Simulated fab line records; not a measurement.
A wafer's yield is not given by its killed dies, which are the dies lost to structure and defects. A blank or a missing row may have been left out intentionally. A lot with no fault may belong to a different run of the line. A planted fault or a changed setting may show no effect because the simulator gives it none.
fab line records	flow nand-harc
record lots=6	wafers=18	last-day=32
route steps=1302 shown A_SLIT@945 A_SIN_REMOVE@947 A_WL_FILL@952 END@1302
lots that met no fault: from a run of the same line without faults
start-h: hours from the record's opening day to when the first of the lot's shown wafers began	wait-h: how many hours have passed since the lot's step before this one	" as in the row above	L1.1+2: a single row standing in for several wafers	- no value, or no start given	* or withheld: withheld	< > ~ a bound
route shown NAME@n: a module of which the file shows steps, and the number in the route of the first	usual: the fault-free wafers' mean and standard deviation	same: alike in all rows	chamber/n: place in a boat	sites: per-site readings	_std_site: standard deviation across them	_edge_site: mean of outer sites minus mean of inner sites	radius-mm: how far each site lies from the wafer's centre	mask NAME#n: copy n	behind: the most recent tool/chamber to have shaped the wafer	hold: the reason the lot was held/the length of the hold in hours/how it ended	device: names the non-switching transistor (n, p or np)	end of line: tests run on the same wafers once the route is complete	a step with no rows: only its recipe	killed: dies that structure and defects cost at the first sort, which is not the same as the wafer's yield	map: shows each die of a wafer: x if killed, . if not, _ if none is there
set.NAME: the setting the step ran with; set.NAME@STEP: the setting that earlier step ran with	model.NAME: the simulator's own value behind a step, which no gauge read
lots at some steps of the route; a table a step, a row a wafer
services: the hour from which a tool's chamber was out of use, counted from the record's first day as start-h (under 0 if before that day), plus the number of hours and why
## steps
# step NHARC_A_SLIT_SRD_20
# step NHARC_A_SLIT_CD_MEAS_21
# usual cd-nm=289.7/0.83
lot.wafer	tool	chamber	start-h	wait-h	cd-nm
L600.1	cd-sem-02	-	466.69	-	290.0
L600.4	"	-	"	"	289.6
L600.6	"	-	"	"	289.1
L607.3	cd-sem-01	-	523.69	-	288.6
L607.4	"	-	"	"	289.8
L607.6	"	-	"	"	288.4
L612.1	cd-sem-01	-	606.77	-	289.3
L612.5	"	-	"	"	290.8
L612.6	"	-	"	"	289.7
L615.1	cd-sem-03	-	610.55	-	289.7
L615.5	"	-	"	"	290.5
L615.6	"	-	"	"	290.6
L619.3	cd-sem-03	-	654.91	-	290.0
L619.4	"	-	"	"	290.5
L619.5	"	-	"	"	290.3
L620.1	cd-sem-01	-	664.31	-	289.1
L620.2	"	-	"	"	289.4
L620.5	"	-	"	"	289.1
# step NHARC_A_SIN_REMOVE_WET_00
# recipe temp-c=160	time-s=15300	chemistry=H3PO4
# step NHARC_A_SIN_REMOVE_PRECLEAN_01
# recipe time-s=*	temp-c=50	bath-age-min=0	chemistry=SC1
# step NHARC_A_SIN_REMOVE_SRD_02
# step NHARC_A_SIN_REMOVE_INSPECT_04
# usual raw-defect-count=390/100
lot.wafer	tool	chamber	start-h	wait-h	raw-defect-count
L600.1	defect-inspect-02	-	472.68	0.0	335
L600.4	"	-	"	"	311
L600.6	"	-	"	"	385
L607.3	defect-inspect-01	-	529.00	0.0	360
L607.4	"	-	"	"	274
L607.6	"	-	"	"	317
L612.1	defect-inspect-02	-	613.45	0.0	547
L612.5	"	-	"	"	703
L612.6	"	-	"	"	665
L615.1	defect-inspect-02	-	617.24	0.0	461
L615.5	"	-	"	"	545
L615.6	"	-	"	"	416
L619.3	defect-inspect-02	-	661.60	0.0	306
L619.4	"	-	"	"	297
L619.5	"	-	"	"	306
L620.1	defect-inspect-01	-	670.94	0.0	380
L620.2	"	-	"	"	393
L620.5	"	-	"	"	268
# step NHARC_A_WL_FILL_ALD_00
# recipe target-thk-a=30	pulse-time-s=3	ald-cycles=30	temp-c=300	material=Al2O3
# usual heater-power-w=461/37	precursor-pulse-height-rel=0.998/0.019
lot.wafer	tool	chamber	start-h	wait-h	heater-power-w	precursor-pulse-height-rel
L600.4	ald-hk-02	3	472.74	0.1	372	1.009
L600.1	"	1	"	"	456	0.999
L600.6	"	0	"	"	469	0.999
L607.3	ald-hk-03	0	529.12	0.1	507	0.960
L607.4	"	1	"	"	458	0.980
L607.6	"	2	"	"	518	0.993
L612.1	ald-hk-02	1	613.54	0.1	474	1.006
L612.6	"	0	"	"	454	0.972
L612.5	"	1	"	"	482	0.998
L615.1	ald-hk-01	0	619.36	2.1	439	0.991
L615.5	"	3	"	"	463	0.975
L615.6	"	0	"	"	441	1.016
L619.4	ald-hk-03	3	661.98	0.4	465	1.044
L619.3	"	0	"	"	512	1.020
L619.5	"	2	"	"	521	1.031
L620.2	ald-hk-03	3	671.03	0.1	450	0.989
L620.1	"	0	"	"	518	1.023
L620.5	"	3	"	"	448	1.038
# step NHARC_A_WL_FILL_RTA_01
# recipe temp-c=1000	time-s=5
# usual lamp-power-pct=30.20/0.22	wafer_temp_C_max=1005.2/1.8
lot.wafer	tool	chamber	start-h	wait-h	lamp-power-pct	wafer_temp_C_max
L600.1	rtp-anneal-02	0	473.00	-	30.06	1006.6
L600.4	"	0	"	"	30.08	1006.3
L600.6	"	0	"	"	29.99	1005.6
L607.3	rtp-anneal-01	0	529.60	-	30.46	1002.9
L607.4	"	0	"	"	30.54	1004.7
L607.6	"	0	"	"	30.52	1003.3
L612.1	rtp-anneal-02	0	613.78	-	29.93	1005.5
L612.5	"	0	"	"	30.00	1007.0
L612.6	"	0	"	"	30.06	1005.7
L615.1	rtp-anneal-02	0	619.73	0.3	30.01	1006.8
L615.5	"	0	"	"	30.03	1007.7
L615.6	"	0	"	"	30.05	1005.1
L619.3	rtp-anneal-02	0	662.28	-	30.11	1005.8
L619.4	"	0	"	"	30.11	1006.6
L619.5	"	0	"	"	30.00	1005.3
L620.1	rtp-anneal-01	0	671.27	-	30.50	1004.0
L620.2	"	0	"	"	30.47	1002.6
L620.5	"	0	"	"	30.47	1003.5
# step NHARC_A_WL_FILL_ALD_02
# recipe target-thk-a=20	pulse-time-s=3	ald-cycles=100	temp-c=450	material=TiN
# usual heater-power-w=1080/140	precursor-pulse-height-rel=1.003/0.022
lot.wafer	tool	chamber	start-h	wait-h	heater-power-w	precursor-pulse-height-rel
L600.1	ald-metal-02	1	473.29	0.3	1004	0.973
L600.4	"	2	"	"	1127	1.004
L600.6	"	3	"	"	992	0.944
L607.4	ald-metal-03	1	529.80	0.1	1343	1.013
L607.3	"	3	"	"	888	0.982
L607.6	"	0	"	"	1081	1.017
L612.1	ald-metal-01	0	614.07	0.3	1109	0.955
L612.5	"	2	"	"	1005	1.000
L612.6	"	3	"	"	1121	1.023
L615.1	ald-metal-01	3	619.99	0.2	1109	0.993
L615.5	"	2	"	"	1017	0.960
L615.6	"	3	"	"	1124	1.006
L619.4	ald-metal-01	2	662.44	0.1	1056	1.033
L619.3	"	1	"	"	1085	0.994
L619.5	"	2	"	"	1033	0.975
L620.2	ald-metal-03	0	671.52	0.2	985	1.019
L620.1	"	1	"	"	1363	1.009
L620.5	"	0	"	"	1006	0.988
# step NHARC_A_WL_FILL_CVD_03
# recipe target-thk-a=400	temp-c=300	pressure-torr=40	wf6-flow-sccm=40	h2-flow-sccm=1600	ar-flow-sccm=1560	time-s=279	material=W
# usual heater-power-w=502/28	mfc-wf6-sccm=40.00/0.12	throttle-valve-pct=8.1/0.41
lot.wafer	tool	chamber	start-h	wait-h	heater-power-w	mfc-wf6-sccm	throttle-valve-pct
L600.1	cvd-w-01	1	473.65	0.1	473	40.21	8.2
L600.4	"	1	"	"	480	40.12	8.1
L600.6	"	0	"	"	513	40.14	7.9
L607.4	cvd-w-01	0	530.40	0.3	513	39.89	7.8
L607.3	"	1	"	"	486	40.23	8.1
L607.6	"	1	"	"	477	40.05	8.3
L612.1	cvd-w-02	1	614.43	0.1	490	39.91	7.6
L612.5	"	1	"	"	481	40.01	7.7
L612.6	"	0	"	"	518	39.89	8.8
L615.1	cvd-w-01	1	620.39	0.1	479	39.98	8.1
L615.5	"	1	"	"	456	39.93	8.2
L615.6	"	0	"	"	539	39.73	7.8
L619.4	cvd-w-02	0	662.98	0.2	528	39.68	8.5
L619.3	"	1	"	"	457	39.88	7.8
L619.5	"	0	"	"	511	39.84	8.4
L620.1	cvd-w-02	0	671.92	0.1	529	39.93	8.4
L620.2	"	1	"	"	463	39.71	7.7
L620.5	"	1	"	"	471	39.71	8.0
# step NHARC_A_WL_FILL_ETCHBACK_04
# recipe target-depth-a=600	time-s=120	chemistry=NF3
# usual chamber-pressure-mTorr=300.02/0.28	drypump-motor-current-A=5.7/0.44	oes-product-au=1.000/0.012
lot.wafer	tool	chamber	start-h	wait-h	chamber-pressure-mTorr	drypump-motor-current-A	oes-product-au	rf-hours-counter-h
L600.1	rie-metal-01	1	474.08	0.4	300.01	5.5	1.001	1.0
L600.4	"	0	"	"	299.92	4.8	0.995	-
L600.6	"	1	"	"	299.77	5.5	0.996	-
L607.4	rie-metal-03	0	530.74	0.3	300.00	6.5	0.987	-
L607.3	"	1	"	"	299.90	5.8	0.968	-
L607.6	"	1	"	"	300.49	5.8	0.980	-
L612.1	rie-metal-03	1	614.84	0.4	300.24	5.8	0.945	0.9
L612.5	"	0	"	"	299.82	6.5	0.943	-
L612.6	"	1	"	"	299.73	5.8	0.948	-
L615.1	rie-metal-03	0	620.79	0.4	299.70	6.5	0.931	1.7
L615.6	"	1	"	"	300.29	5.8	0.932	-
L615.5	"	0	"	"	300.01	6.5	0.947	-
L619.4	rie-metal-02	1	663.32	0.3	299.85	5.7	1.007	-
L619.3	"	0	"	"	299.78	5.6	1.014	-
L619.5	"	0	"	"	299.80	5.5	1.010	-
L620.2	rie-metal-01	0	672.29	0.3	299.63	4.8	0.987	1.4
L620.1	"	1	"	"	300.16	5.5	0.988	1.4
L620.5	"	0	"	"	299.72	4.9	0.999	-
# step NHARC_A_WL_FILL_ETCHBACK_05
# recipe target-depth-a=220	time-s=60	temp-c=40	chemistry=Cl2/BCl3
# usual chamber-pressure-mTorr=10.001/0.0089	drypump-motor-current-A=5.7/0.45	oes-product-au=1.002/0.01	temp-c=40.00/0.11
lot.wafer	tool	chamber	start-h	wait-h	chamber-pressure-mTorr	drypump-motor-current-A	oes-product-au	rf-hours-counter-h	temp-c
L600.1	rie-metal-01	0	474.30	0.2	9.993	4.8	1.017	1.1	40.05
L600.4	"	0	"	"	9.995	4.8	1.021	-	39.98
L600.6	"	1	"	"	10.013	5.6	1.007	-	39.94
L607.3	rie-metal-03	0	530.97	0.2	9.997	6.5	0.994	-	40.13
L607.4	"	0	"	"	10.008	6.5	1.002	-	40.08
L607.6	"	0	"	"	10.002	6.5	1.007	-	39.98
L612.1	rie-metal-03	1	615.05	0.2	10.006	5.8	0.988	1.0	40.05
L612.6	"	1	"	"	9.988	5.8	0.981	-	40.03
L612.5	"	0	"	"	10.015	6.5	0.988	-	40.09
L615.1	rie-metal-03	0	621.01	0.2	9.991	6.5	0.993	1.8	39.94
L615.6	"	1	"	"	9.999	5.8	0.987	-	40.17
L615.5	"	0	"	"	9.991	6.5	0.991	-	39.91
L619.4	rie-metal-02	0	663.52	0.2	10.014	5.5	1.016	-	39.81
L619.3	"	1	"	"	9.996	5.7	1.010	-	40.13
L619.5	"	1	"	"	9.993	5.7	1.010	-	40.19
L620.2	rie-metal-01	1	672.53	0.2	10.013	5.5	0.998	1.5	40.18
L620.1	"	0	"	"	9.999	4.8	0.998	1.5	40.06
L620.5	"	0	"	"	9.991	4.8	0.987	-	40.06
# step NHARC_END_SORT_01
# recipe temp-c=25
# usual killed-at-array=50/16	killed-at-other=0.8/1	killed-at-periphery=4/3.1	killed-dies=54/16	killed-open=3.2/2	killed-short=2.5/1.6
# same gross-dies=677
lot.wafer	tool	chamber	start-h	wait-h	killed-at-array	killed-at-other	killed-at-periphery	killed-dies	killed-open	killed-short
L615.1	prober-01	0	716.82	2.5	45	0	4	49	4	6
L615.5	prober-01	0	720.01	3.7	53	0	5	58	2	4
L615.6	prober-01	0	720.80	4.0	58	0	6	64	8	4
# killed by level:class
L615.1 A_SLIT:chamber-film-flake=26 A_CHANNEL_HOLE_D1:chamber-film-flake=8 A_CONTACT:chamber-film-flake=3 P_CONTACT:geometric-particle:open=1 P_M0:geometric-particle:open=1 P_M0:geometric-particle:short=1 A_ONON_D1:geometric-particle:short=1 A_CHANNEL_HOLE_D1:geometric-particle:short=1
L615.5 A_SLIT:chamber-film-flake=29 A_CHANNEL_HOLE_D1:chamber-film-flake=15 A_CONTACT:chamber-film-flake=4 P_GATE:chamber-film-flake=2 P_M0:geometric-particle:open=1 P_M1:geometric-particle:open=1 A_SOURCE_PLATE:geometric-particle:short=1 A_ONON_D1:geometric-particle:short=1
L615.6 A_CHANNEL_HOLE_D1:chamber-film-flake=26 A_SLIT:chamber-film-flake=22 P_M0:geometric-particle:open=2 A_CONTACT:chamber-film-flake=2 P_GATE:geometric-particle:open=1 P_CONTACT:geometric-particle:open=1 P_M0:geometric-particle:short=1 A_SOURCE_PLATE:geometric-particle:open=1
## services
tool	chamber	start-h	hours	kind
cvd-w-02	-	450.18	13.0	pm
rie-metal-02	-	454.00	9.0	pm
ald-metal-02	1	473.69	6.5	repair
ald-hk-01	-	475.45	10.0	pm
ald-metal-03	0	477.34	1.9	repair
ald-metal-02	1	496.38	4.0	repair
rie-metal-03	-	519.00	9.0	pm
ald-metal-01	-	526.00	10.0	pm
ald-hk-02	-	529.78	10.0	pm
ald-metal-01	2	538.84	24.4	repair
cvd-w-01	-	547.00	13.0	pm
ald-metal-03	1	566.97	10.1	repair
ald-metal-03	-	568.00	10.0	pm
ald-hk-03	-	571.53	10.0	pm
rie-metal-01	-	575.00	9.0	pm
rie-metal-03	-	580.86	1.5	repair
cvd-w-02	1	591.72	14.7	repair
ald-metal-02	-	611.02	10.0	pm
rie-metal-03	-	622.71	2.1	repair
rie-metal-03	1	625.49	9.5	repair
rie-metal-02	-	631.00	9.0	pm
cvd-w-02	-	631.18	13.0	pm
ald-hk-01	-	636.96	2.3	repair
ald-metal-03	1	661.14	5.6	repair
## key
first-sign step=NHARC_A_WL_FILL_ETCHBACK_04	reading=oes-product-au	direction=down	sigmas=5.1	usual=1.000	struck=0.941
effect none on later readings
met-at NHARC_A_WL_FILL_ETCHBACK_04
struck-wafers L612.1,L612.5,L612.6,L615.1,L615.5,L615.6
tester-left-out L612,L615
onset-between 530.74 614.84
fault kind=process-parameter-drift	tool=rie-metal-03	chamber=-	onset-h=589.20	steps=NHARC_A_WL_FILL_ETCHBACK_04	channel=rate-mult	offset=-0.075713	shape=step	end-h=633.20
# tester-left-out: of these lots the tester's yield and bins aren't shown, on N5 and GAA mostly nor the transistor test; their killed dies are dies lost to structure and defects alone, not to doping, threshold or leakage, so they don't give the yield
